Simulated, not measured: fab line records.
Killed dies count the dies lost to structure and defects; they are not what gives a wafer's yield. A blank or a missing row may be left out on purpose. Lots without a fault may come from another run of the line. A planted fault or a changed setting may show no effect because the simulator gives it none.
The tool behind it: which one? -- flow n5_finfet -- Sampling: 8 lots, 24 wafers, 5 of 1938 route steps

WHAT EACH GAUGE READ, for each wafer
N5_BEOL_M4_RC_MEAS_101. Usual: DIBL_N 36.4 mV/V, standard deviation 1.4; DIBL_P 36.3 mV/V, standard deviation 1.8; IOFF_N 0.163 nA/um, standard deviation 0.024; IOFF_N_85C 3.2 nA/um, standard deviation 0.4; IOFF_N_LIN 0.075 nA/um, standard deviation 0.0093; IOFF_N_LONG 5.66e-05 nA/um, standard deviation 2.1e-06; IOFF_P 0.21 nA/um, standard deviation 0.034; IOFF_P_85C 3.7 nA/um, standard deviation 0.49; IOFF_P_LIN 0.102 nA/um, standard deviation 0.013; IOFF_P_LONG 0.000109 nA/um, standard deviation 8.8e-06; ION_N 673 uA/um, standard deviation 11; ION_P 461 uA/um, standard deviation 7.4; SS_N 71.6 mV/dec, standard deviation 0.52; SS_P 73.3 mV/dec, standard deviation 0.58; VT_N 249.4 mV, standard deviation 2.5; VT_N_LONG 274.6 mV, standard deviation 2.1; VT_N_LVT 98.3 mV, standard deviation 2.7; VT_P -250 mV, standard deviation 3.5; VT_P_LONG -274.6 mV, standard deviation 2.7; VT_P_LVT -98.3 mV, standard deviation 2.7.
lot,measured,on,DIBL_N (mV/V),DIBL_P (mV/V),IOFF_N (nA/um),IOFF_N_85C (nA/um),IOFF_N_LIN (nA/um),IOFF_N_LONG (nA/um),IOFF_P (nA/um),IOFF_P_85C (nA/um),IOFF_P_LIN (nA/um),IOFF_P_LONG (nA/um),ION_N (uA/um),ION_P (uA/um),SS_N (mV/dec),SS_P (mV/dec),VT_N (mV),VT_N_LONG (mV),VT_N_LVT (mV),VT_P (mV),VT_P_LONG (mV),VT_P_LVT (mV),flag
L113,day 8 00:08,prober-02,36.6 35.5 36.9,36.5 34.1 37.0,0.169 0.153 0.187,3.3 3.0 3.5,0.080 0.073 0.087,5.67e-05 5.6e-05 5.62e-05,0.20 0.18 0.21,3.5 3.2 3.7,0.092 0.087 0.097,9.8e-05 9.7e-05 9.9e-05,686 669 699,462 451 465,70.9 70.7 71.5,72.7 72.3 73.4,248.1 248.6 246.2,273.7 276.7 275.5,96.5 97.7 94.9,-253 -252 -252,-273.7 -274.4 -276.0,-100.8 -102.2 -100.8,
L125,day 10 23:44,prober-01,35.9 38.3 35.1,36.1 39.3 35.2,0.030 0.041 0.027,0.8 1.0 0.7,0.014 0.018 0.013,2.69e-05 2.66e-05 2.65e-05,0.34 0.44 0.32,5.5 6.8 5.2,0.168 0.199 0.158,0.000171 0.000173 0.000176,570 590 564,485 490 477,71.0 71.9 71.2,73.2 74.8 73.3,295.4 293.7 297.4,318.5 323.3 319.0,146.3 142.3 147.1,-238 -233 -238,-257.8 -256.9 -261.1,-85.8 -81.4 -85.8,OFF
L126,day 11 15:20,prober-01,35.8 35.5 37.7,37.2 36.3 37.8,0.029 0.027 0.034,0.8 0.7 0.9,0.014 0.013 0.015,2.66e-05 2.61e-05 2.65e-05,0.37 0.34 0.42,5.8 5.4 6.4,0.181 0.167 0.197,0.000191 0.000187 0.000184,579 576 572,494 485 488,70.9 71.5 71.4,72.8 72.7 73.5,295.6 296.7 293.1,320.5 320.9 326.2,144.7 146.0 142.7,-233 -235 -231,-253.1 -255.3 -255.6,-82.1 -83.8 -80.1,OFF
L130,day 12 02:36,prober-01,36.4 34.9 35.2,37.2 35.6 36.2,0.175 0.147 0.153,3.4 3.0 3.0,0.081 0.073 0.074,5.67e-05 5.7e-05 5.71e-05,0.22 0.19 0.19,3.9 3.4 3.5,0.104 0.092 0.094,0.000103 0.000104 0.000104,676 683 682,461 465 468,71.5 70.5 70.8,73.4 72.6 72.1,248.3 248.1 249.0,271.8 276.4 273.9,96.6 96.8 97.5,-248 -251 -251,-276.8 -276.5 -274.3,-97.4 -99.4 -98.5,
L131,day 11 22:14,prober-01,35.6 35.3 37.2,34.6 34.4 37.2,0.142 0.139 0.175,2.8 2.8 3.4,0.068 0.068 0.083,5.54e-05 5.6e-05 5.62e-05,0.17 0.17 0.21,3.1 3.0 3.6,0.083 0.084 0.096,9.3e-05 9.4e-05 9.5e-05,658 671 675,449 454 463,71.2 71.2 71.5,72.6 72.4 73.6,251.1 253.0 246.6,275.9 276.2 275.9,100.6 100.0 94.7,-254 -258 -252,-279.9 -280.7 -276.9,-102.8 -103.2 -100.4,
L133,day 12 22:25,prober-01,39.8 38.6 38.2,39.1 37.8 37.4,0.201 0.186 0.171,3.8 3.5 3.3,0.084 0.083 0.077,5.39e-05 5.47e-05 5.34e-05,0.26 0.25 0.23,4.4 4.2 4.0,0.121 0.118 0.111,0.000111 0.000116 0.000113,667 684 666,458 467 463,71.8 71.5 71.7,74.0 73.6 73.3,250.8 249.1 248.9,275.5 274.0 276.9,99.3 100.3 101.1,-245 -245 -247,-270.4 -272.9 -271.3,-98.3 -97.8 -98.1,
L134,day 13 15:14,prober-02,35.1 36.0 35.1,34.8 35.2 35.0,0.137 0.146 0.142,2.7 2.9 2.8,0.066 0.068 0.066,5.98e-05 5.98e-05 5.98e-05,0.19 0.20 0.20,3.4 3.4 3.4,0.093 0.095 0.096,0.000112 0.00011 0.000113,665 666 662,460 455 456,70.9 71.1 70.9,73.0 72.9 72.6,250.8 251.1 248.0,271.1 270.1 272.4,99.8 100.3 99.1,-250 -250 -248,-272.5 -273.5 -274.2,-99.7 -100.1 -98.6,
L136,day 13 18:05,prober-01,37.4 40.3 36.6,35.5 38.7 33.9,0.158 0.217 0.146,3.1 4.0 2.9,0.075 0.095 0.067,5.94e-05 5.89e-05 5.83e-05,0.23 0.30 0.22,4.1 5.0 3.8,0.113 0.136 0.107,0.000115 0.000116 0.000114,674 691 656,466 465 458,71.0 72.4 71.6,73.2 73.9 72.1,249.3 245.3 254.2,276.0 272.2 275.9,98.9 94.3 101.8,-247 -242 -247,-270.7 -272.9 -273.2,-95.2 -92.6 -96.7,

TOOL THAT RAN EACH LOT (tool first, then ch and the chambers of the sampled wafers, then the start)
lot,N5_HKMG_FIN_NWFM_ALD_20,N5_HKMG_FIN_ALD_71,N5_HKMG_FIN_ETCHBACK_68,N5_HKMG_FIN_STRIP_69
L113,"ald_metal-01 ch 1,2,3, day 4 03:38","ald_metal-01 ch 1,2,3, day 4 03:44","rie_metal-03 ch 0,1, day 4 04:17","plasma_asher-01 ch 0,1, day 4 04:26"
L125,"ald_metal-01 ch 0,1,3, day 7 06:11","ald_metal-01 ch 0,1,3, day 7 06:17","rie_metal-03 ch 0, day 7 06:52","plasma_asher-02 ch 1, day 7 07:00"
L126,"ald_metal-04 ch 0,2,3, day 7 12:28","ald_metal-04 ch 0,2,3, day 7 12:34","rie_metal-03 ch 0,1, day 7 13:10","plasma_asher-02 ch 0,1, day 7 13:20"
L130,"ald_metal-01 ch 0,1,3, day 8 10:34","ald_metal-01 ch 0,1,3, day 8 10:40","rie_metal-02 ch 0, day 8 11:19","plasma_asher-02 ch 0, day 8 11:27"
L131,"ald_metal-01 ch 1,2,3, day 8 16:11","ald_metal-01 ch 1,2,3, day 8 16:17","rie_metal-03 ch 0, day 8 16:50","plasma_asher-01 ch 0,1, day 8 17:06"
L133,"ald_metal-01 ch 1,3, day 9 04:47","ald_metal-01 ch 1,3, day 9 04:53","rie_metal-03 ch 1, day 9 05:26","plasma_asher-01 ch 0,1, day 9 05:35"
L134,"ald_metal-01 ch 0,1,3, day 9 15:25","ald_metal-01 ch 0,1,3, day 9 15:31","rie_metal-03 ch 1, day 9 16:05","plasma_asher-01 ch 0,1, day 9 16:13"
L136,"ald_metal-01 ch 0,3, day 10 04:33","ald_metal-01 ch 0,3, day 10 04:39","rie_metal-01 ch 0,1, day 10 05:13","plasma_asher-02 ch 0,1, day 10 05:21"
- N5_HKMG_FIN_NWFM_ALD_20: deposits TiAlC, target thk 2 nm, pulse time 3 s, purge time 2 s.
- N5_HKMG_FIN_ALD_71: deposits TiN, target thk 1 nm, pulse time 1 s, purge time 3 s.
- N5_HKMG_FIN_ETCHBACK_68: etches the open film in Cl2/Ar, stops on HfO2, target depth 0.5 nm.
- N5_HKMG_FIN_STRIP_69: strips in N2/H2, time 360 s.

AS READ BY THE TOOLS THEMSELVES (means over the sampled wafers that have a number; for cases with no such wafer, the mark the record gives instead)
N5_HKMG_FIN_NWFM_ALD_20. Usual: chamber_pressure_Torr 2.999 Torr, standard deviation 0.0062; heater_power_w 474 W, standard deviation 71; precursor_pulse_height_rel 1.003, standard deviation 0.02.
lot,tool,chamber_pressure_Torr (Torr),heater_power_w (W),precursor_pulse_height_rel,flag
L113,ald_metal-01,3.002,462,1.012,
L125,ald_metal-01,2.999,421,1.005,
L126,ald_metal-04,3.002,512,0.978,
L130,ald_metal-01,3.000,431,0.988,
L131,ald_metal-01,3.000,463,0.999,
L133,ald_metal-01,3.010,494,1.000,
L134,ald_metal-01,3.004,433,0.982,
L136,ald_metal-01,2.997,488,0.984,

N5_HKMG_FIN_ALD_71. Usual: chamber_pressure_Torr 3.000 Torr, standard deviation 0.0068; heater_power_w 844 W, standard deviation 130; precursor_pulse_height_rel 1.002, standard deviation 0.018.
lot,tool,chamber_pressure_Torr (Torr),heater_power_w (W),precursor_pulse_height_rel,flag
L113,ald_metal-01,2.998,825,0.993,
L125,ald_metal-01,-,-,-,OFF
L126,ald_metal-04,-,-,-,OFF
L130,ald_metal-01,3.000,761,1.016,
L131,ald_metal-01,3.003,818,1.013,
L133,ald_metal-01,3.000,871,1.008,
L134,ald_metal-01,2.998,769,1.002,
L136,ald_metal-01,2.999,866,1.003,

N5_HKMG_FIN_ETCHBACK_68. Usual: drypump_motor_current_A 5.8 A, standard deviation 0.47; oes_product_au 0.67 a.u., standard deviation 0.12; throttle_valve_pct 20.87 %, standard deviation 0.26.
lot,tool,drypump_motor_current_A (A),oes_product_au (a.u.),throttle_valve_pct (%),flag
L113,rie_metal-03,5.9,0.61,21.06,
L125,rie_metal-03,5.5,0.61,20.73,
L126,rie_metal-03,6.0,0.60,21.08,
L130,rie_metal-02,4.8,0.79,20.70,
L131,rie_metal-03,5.5,0.60,20.75,
L133,rie_metal-03,6.2,0.99,20.88,
L134,rie_metal-03,6.1,0.98,20.88,
L136,rie_metal-01,6.1,0.68,20.71,

N5_HKMG_FIN_STRIP_69. Usual: drypump_motor_current_A 5.8 A, standard deviation 0.62; heater_power_w 479 W, standard deviation 38.
lot,tool,drypump_motor_current_A (A),heater_power_w (W),flag
L113,plasma_asher-01,6.4,453,
L125,plasma_asher-02,4.9,546,
L126,plasma_asher-02,5.2,505,
L130,plasma_asher-02,5.7,451,
L131,plasma_asher-01,6.3,458,
L133,plasma_asher-01,6.4,459,
L134,plasma_asher-01,6.3,454,
L136,plasma_asher-02,5.5,482,

THE ANSWER, worked out from the rows above alone
Rule: lot off if the mean of its wafers having a number is beyond 3 standard deviations from the usual mean. A lot without any number at a reading at which 4 lots or more have one is off too. Where the step has rows for the other lots, those lots are counted as sound. First the gauges in route order, then the tools' own readings, where a lot's mean is used as printed above. At the first step where some lot is off, the reading lying furthest off is the one used; lots without a number count as furthest.
Off: L125, L126, at N5_BEOL_M4_RC_MEAS_101 (VT_N_LONG).
A tool fits if, at a process step before that reading, it ran every lot that is off, and no sound lot after the first of them. Not tried: the gauges at N5_BEOL_M4_RC_MEAS_101; whatever is off there is also off at N5_HKMG_FIN_ALD_71, on other tools, and gauge error can't account for it. None of those tried fits.

WHAT WAS PUT IN BY THE SIMULATOR
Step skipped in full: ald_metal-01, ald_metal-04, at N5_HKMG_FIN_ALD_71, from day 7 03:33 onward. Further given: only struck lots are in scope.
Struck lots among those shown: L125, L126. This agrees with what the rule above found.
